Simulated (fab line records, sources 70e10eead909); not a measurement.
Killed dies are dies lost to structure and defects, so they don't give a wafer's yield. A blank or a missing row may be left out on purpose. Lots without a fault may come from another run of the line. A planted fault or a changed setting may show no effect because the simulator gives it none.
Which tool did it? | flow nand_harc | 12 lots, 36 wafers sampled, at 5 steps of a route of 1302

WHAT THE GAUGES READ, wafer by wafer
NHARC_END_SORT_01. Usual: defect_limited_yield 90.6 %, standard deviation 2.6; killed_at_array 58, standard deviation 18; killed_at_other 1.0, standard deviation 1.5; killed_at_periphery 4, standard deviation 3.1; killed_dies 64, standard deviation 18; killed_open 3.4, standard deviation 1.9; killed_short 2.7, standard deviation 1.7.
lot  | measured     | on        | defect_limited_yield (%) | killed_at_array | killed_at_other | killed_at_periphery | killed_dies | killed_open | killed_short | flag
L804 | day 24 22:54 | prober-01 | 92.8 91.6 92.0           | 46 49 48        | 0 0 1           | 3 8 5               | 49 57 54    | 2 3 2       | 2 1 2        |
L807 | day 25 10:56 | prober-01 | 88.2 88.3 87.7           | 78 75 77        | 0 1 0           | 2 3 6               | 80 79 83    | 2 4 8       | 4 3 4        |
L805 | day 25 09:16 | prober-02 | 91.4 90.7 92.6           | 55 53 43        | 0 0 0           | 3 10 7              | 58 63 50    | 3 7 6       | 2 4 5        |
L808 | day 25 23:05 | prober-01 | 92.9 92.6 91.9           | 47 47 53        | 0 0 0           | 1 3 2               | 48 50 55    | 3 5 5       | 4 3 5        |
L809 | day 27 01:37 | prober-02 | 90.4 87.9 88.5           | 56 75 67        | 1 0 3           | 8 7 8               | 65 82 78    | 5 8 4       | 0 1 1        |
L811 | day 27 13:49 | prober-02 | 91.0 92.9 91.3           | 56 46 59        | 0 2 0           | 5 0 0               | 61 48 59    | 2 3 2       | 2 3 3        |
L816 | day 28 23:22 | prober-02 | 91.0 90.1 91.3           | 56 63 55        | 1 2 0           | 4 2 4               | 61 67 59    | 5 5 2       | 4 2 3        |
L820 | day 31 23:22 | prober-01 | 89.2 88.8 87.3           | 72 73 80        | 0 0 1           | 1 3 5               | 73 76 86    | 4 4 3       | 0 3 0        |
L822 | day 33 01:08 | prober-01 | 95.6 95.9 94.8           | 23 25 26        | 1 1 4           | 6 2 5               | 30 28 35    | 1 4 5       | 5 2 5        |
L824 | day 33 08:45 | prober-02 | 88.6 88.8 87.7           | 73 71 69        | 1 1 6           | 3 4 8               | 77 76 83    | 2 2 5       | 1 4 4        |
L825 | day 33 09:34 | prober-01 | 93.5 92.2 91.7           | 33 41 46        | 0 0 1           | 11 12 9             | 44 53 56    | 5 9 4       | 1 6 3        |
L827 | day 34 04:51 | prober-02 | 94.1 93.1 93.2           | 40 43 43        | 0 1 0           | 0 3 3               | 40 47 46    | 6 1 5       | 1 2 1        |

WHICH TOOL RAN EACH LOT (tool, then ch and the chambers of the sampled wafers, then the start)
lot  | NHARC_THIN_TSV_STRIP_45              | NHARC_THIN_TSV_ETCH_36            | NHARC_THIN_TSV_STRIP_56              | NHARC_THIN_TSV_ANNEAL_58
L804 | plasma_asher-02 ch 1, day 24 07:31   | rie_metal-01 ch 0,1, day 24 12:49 | plasma_asher-02 ch 0,1, day 24 12:55 | furnace-03 ch 0, day 24 18:25
L807 | plasma_asher-01 ch 0,1, day 24 19:36 | rie_metal-03 ch 0,1, day 25 00:47 | plasma_asher-02 ch 0,1, day 25 00:58 | furnace-03 ch 0, day 25 04:49
L805 | plasma_asher-01 ch 0, day 24 21:56   | rie_metal-03 ch 0,1, day 25 03:14 | plasma_asher-01 ch 0,1, day 25 03:22 | furnace-03 ch 0, day 25 04:49
L808 | plasma_asher-01 ch 0,1, day 25 08:10 | rie_metal-03 ch 0,1, day 25 13:40 | plasma_asher-02 ch 0, day 25 13:49   | furnace-01 ch 0, day 25 17:46
L809 | plasma_asher-01 ch 1, day 26 07:10   | rie_metal-01 ch 0,1, day 26 12:35 | plasma_asher-02 ch 1, day 26 12:44   | furnace-01 ch 0, day 26 21:04
L811 | plasma_asher-02 ch 0,1, day 26 23:15 | rie_metal-01 ch 1, day 27 04:30   | plasma_asher-01 ch 0,1, day 27 04:36 | furnace-03 ch 0, day 27 08:32
L816 | plasma_asher-01 ch 0,1, day 28 06:08 | rie_metal-01 ch 0,1, day 28 11:44 | plasma_asher-01 ch 0,1, day 28 11:49 | furnace-01 ch 0, day 28 18:00
L820 | plasma_asher-01 ch 0,1, day 31 09:28 | rie_metal-02 ch 0,1, day 31 14:54 | plasma_asher-01 ch 0,1, day 31 14:59 | furnace-01 ch 0, day 31 18:52
L822 | plasma_asher-02 ch 0,1, day 32 08:49 | rie_metal-02 ch 0,1, day 32 14:16 | plasma_asher-02 ch 0,1, day 32 14:27 | furnace-01 ch 0, day 32 18:14
L824 | plasma_asher-01 ch 0,1, day 32 15:33 | rie_metal-01 ch 0,1, day 32 21:25 | plasma_asher-01 ch 0,1, day 32 21:31 | furnace-07 ch 0, day 33 04:15
L825 | plasma_asher-01 ch 0,1, day 32 21:47 | rie_metal-02 ch 1, day 33 03:13   | plasma_asher-01 ch 1, day 33 03:22   | furnace-07 ch 0, day 33 04:15
L827 | plasma_asher-01 ch 0,1, day 33 13:40 | rie_metal-03 ch 0, day 33 19:29   | plasma_asher-01 ch 0,1, day 33 19:34 | furnace-03 ch 0, day 33 23:31
- NHARC_THIN_TSV_STRIP_45: strips in O2.
- NHARC_THIN_TSV_ETCH_36: etches the open film in Cl2/BCl3, target depth 65 nm, time 18.571 s.
- NHARC_THIN_TSV_STRIP_56: strips in O2.
- NHARC_THIN_TSV_ANNEAL_58: time 1800 s.

WHAT THE TOOLS THEMSELVES READ (means of the sampled wafers that have a number; where no wafer has one, the mark that the record gives instead)
NHARC_THIN_TSV_STRIP_45. Usual: drypump_motor_current_A 5.7 A, standard deviation 0.56; heater_power_w 349 W, standard deviation 36.
lot  | tool            | drypump_motor_current_A (A) | heater_power_w (W) | flag
L804 | plasma_asher-02 | 5.3                         | 402                |
L807 | plasma_asher-01 | 5.9                         | 315                |
L805 | plasma_asher-01 | 6.3                         | 314                |
L808 | plasma_asher-01 | 5.5                         | 314                |
L809 | plasma_asher-01 | 5.1                         | 315                |
L811 | plasma_asher-02 | 5.6                         | 395                |
L816 | plasma_asher-01 | 5.9                         | 319                |
L820 | plasma_asher-01 | 5.9                         | 320                |
L822 | plasma_asher-02 | 5.6                         | 395                |
L824 | plasma_asher-01 | 5.4                         | 323                |
L825 | plasma_asher-01 | 5.5                         | 325                |
L827 | plasma_asher-01 | 5.5                         | 331                |

NHARC_THIN_TSV_ETCH_36. Usual: drypump_motor_current_A 5.8 A, standard deviation 0.45; he_backside_leak_sccm 3.28 sccm, standard deviation 0.24; oes_product_au 1.001 a.u., standard deviation 0.0087.
lot  | tool         | drypump_motor_current_A (A) | he_backside_leak_sccm (sccm) | oes_product_au (a.u.) | flag
L804 | rie_metal-01 | 5.7                         | 3.47                         | 1.014                 |
L807 | rie_metal-03 | 5.5                         | 3.10                         | 0.996                 |
L805 | rie_metal-03 | 5.6                         | 3.05                         | 1.003                 |
L808 | rie_metal-03 | 5.6                         | 3.14                         | 0.992                 |
L809 | rie_metal-01 | 5.6                         | 3.48                         | 1.003                 |
L811 | rie_metal-01 | 5.9                         | 3.54                         | 1.003                 |
L816 | rie_metal-01 | 5.8                         | 3.45                         | 1.005                 |
L820 | rie_metal-02 | 6.2                         | 3.21                         | 1.020                 |
L822 | rie_metal-02 | 5.8                         | 3.20                         | 1.009                 |
L824 | rie_metal-01 | 5.7                         | 3.49                         | 0.997                 |
L825 | rie_metal-02 | 6.7                         | 3.34                         | 1.005                 |
L827 | rie_metal-03 | 5.6                         | 3.07                         | 1.002                 |

NHARC_THIN_TSV_STRIP_56. Usual: drypump_motor_current_A 5.7 A, standard deviation 0.57; heater_power_w 349 W, standard deviation 37.
lot  | tool            | drypump_motor_current_A (A) | heater_power_w (W) | flag
L804 | plasma_asher-02 | 5.6                         | 393                |
L807 | plasma_asher-02 | 5.9                         | 380                |
L805 | plasma_asher-01 | 5.9                         | 313                |
L808 | plasma_asher-02 | 6.2                         | 365                |
L809 | plasma_asher-02 | 5.3                         | 412                |
L811 | plasma_asher-01 | 5.9                         | 314                |
L816 | plasma_asher-01 | 5.9                         | 316                |
L820 | plasma_asher-01 | 5.9                         | 325                |
L822 | plasma_asher-02 | 5.6                         | 398                |
L824 | plasma_asher-01 | 5.9                         | 321                |
L825 | plasma_asher-01 | 5.0                         | 330                |
L827 | plasma_asher-01 | 5.9                         | 322                |

NHARC_THIN_TSV_ANNEAL_58. Usual: spike_tc_bottom_C 423.1 C, standard deviation 1.6; spike_tc_centre_C 400.1 C, standard deviation 1.5; spike_tc_lower_C 399.9 C, standard deviation 1.1; spike_tc_top_C 429.9 C, standard deviation 1.4; spike_tc_upper_C 399.4 C, standard deviation 1.1; zone_power_centre_pct 4.56 %, standard deviation 0.057; zone_power_upper_pct 4.4 %, standard deviation 0.32.
lot  | tool       | spike_tc_bottom_C (C) | spike_tc_centre_C (C) | spike_tc_lower_C (C) | spike_tc_top_C (C) | spike_tc_upper_C (C) | zone_power_centre_pct (%) | zone_power_upper_pct (%) | flag
L804 | furnace-03 | 421.5                 | 401.5                 | 399.7                | 428.7              | 398.7                | 4.58                      | 4.1                      |
L807 | furnace-03 | 420.4                 | 400.8                 | 400.3                | 430.5              | 399.2                | 4.64                      | 4.1                      |
L805 | furnace-03 | 421.2                 | 400.0                 | 400.2                | 429.5              | 399.9                | 4.61                      | 4.1                      |
L808 | furnace-01 | 424.6                 | 400.1                 | 399.8                | 430.1              | 399.3                | 4.54                      | 4.7                      |
L809 | furnace-01 | 423.5                 | 399.1                 | 399.9                | 429.5              | 399.2                | 4.55                      | 4.8                      |
L811 | furnace-03 | 422.1                 | 401.3                 | 398.9                | 430.9              | 399.3                | 4.58                      | 4.1                      |
L816 | furnace-01 | 424.4                 | 398.5                 | 401.4                | 431.1              | 398.8                | 4.54                      | 4.7                      |
L820 | furnace-01 | 449.4                 | 423.7                 | 424.4                | 454.6              | 425.3                | 5.00                      | 5.2                      | OFF
L822 | furnace-01 | 449.7                 | 424.5                 | 425.1                | 455.5              | 424.6                | 5.00                      | 5.2                      | OFF
L824 | furnace-07 | 421.9                 | 401.7                 | 399.2                | 427.5              | 400.9                | 4.50                      | 3.9                      |
L825 | furnace-07 | 421.3                 | 401.2                 | 399.9                | 428.0              | 400.7                | 4.49                      | 4.0                      |
L827 | furnace-03 | 421.4                 | 401.3                 | 398.7                | 428.9              | 399.8                | 4.62                      | 4.0                      |

THE ANSWER, worked out from the rows above alone
Rule: a lot is off if the mean of its wafers that have a number lies more than 3 standard deviations from the usual mean. A lot without any number at a reading at which 4 lots or more have one is off too. The other lots that the step has rows for count as sound. The gauges are gone through in route order, then the tools' own readings, and for those a lot's mean is taken as printed above. The first step at which some lot is off is used, and at that step the reading that is off furthest; a lot without a number counts as furthest.
Off: L820, L822, at NHARC_THIN_TSV_ANNEAL_58 (spike_tc_upper_C).
A tool fits if, at that step or a process step before it, it ran every lot that is off, and no sound lot after the first of them. One fits: furnace-01 at NHARC_THIN_TSV_ANNEAL_58. Its last sound lot is L816 (day 28 18:00), its first lot that is off L820 (day 31 18:52): a fault that began between those two fits.
The tool's own readings at NHARC_THIN_TSV_ANNEAL_58 bear it out: on the lots that are off they differ by more than 5 times the standard deviation of the sound lots' means. spike_tc_bottom_C reads 449.5 C there against 422.2 C on the sound lots; spike_tc_centre_C reads 424.1 C there against 400.6 C on the sound lots; spike_tc_lower_C reads 424.8 C there against 399.8 C on the sound lots; spike_tc_top_C reads 455.1 C there against 429.5 C on the sound lots; spike_tc_upper_C reads 425.0 C there against 399.6 C on the sound lots; zone_power_centre_pct reads 5.00 % there against 4.57 % on the sound lots.

WHAT THE SIMULATOR HAD PUT IN
Process parameter drift: furnace-01, from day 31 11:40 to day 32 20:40, at NHARC_THIN_TSV_ANNEAL_58. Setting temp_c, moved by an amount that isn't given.
Lots struck among those shown: L820, L822. The rule above found the same.
